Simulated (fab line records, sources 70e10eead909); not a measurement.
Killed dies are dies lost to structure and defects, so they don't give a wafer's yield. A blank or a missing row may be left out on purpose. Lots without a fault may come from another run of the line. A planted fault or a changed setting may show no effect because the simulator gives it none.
Chamber matching | flow nand_harc | NHARC_A_STAIRCASE_DESCUM_291 on rie_diel-09: 4 sister chambers
The step chemistry O2, time 3 s. 4 wafers are shown with their chamber, then 8 later ones without.

WAFERS WITH THEIR CHAMBER
wafer  | chamber | drypump_motor_current_A (A)
L082.1 | 1       | 5.5
L082.2 | 0       | 5.8
L082.3 | 2       | 4.9
L089.1 | 3       | 6.5

WAFERS WITHOUT THEIR CHAMBER
wafer  | drypump_motor_current_A (A)
L089.2 | 5.8
L089.6 | 5.8
L093.2 | 4.9
L093.3 | 5.6
L093.5 | 5.8
L097.2 | 6.4
L097.4 | 4.9
L097.6 | 5.6

WHICH CHAMBER EACH WENT THROUGH
wafer  | from the rows above     | in truth
L089.2 | 0                       | 0
L089.6 | 0                       | 0
L093.2 | 2                       | 2
L093.3 | can't be placed: 1 or 0 | 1
L093.5 | 0                       | 0
L097.2 | 3                       | 3
L097.4 | 2                       | 2
L097.6 | can't be placed: 1 or 0 | 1
Placed correctly: 6 of 8. Can't be placed from these rows: 2 (the true chamber is among the candidates in 2). Placed wrongly: 0.
How it was worked out, from the rows above alone: a wafer's distance from a chamber is the root of the sum, over the readings, of the square of ((its reading less the chamber's mean) divided by the reading's scatter). The wafer belongs to the nearest chamber; if the next one is less than 2 further off, it can't be placed. A chamber's mean is the mean of its shown wafers. The scatter: with one shown wafer a chamber, the root of the mean of the squares of how far each hidden wafer lies from its nearest shown one.
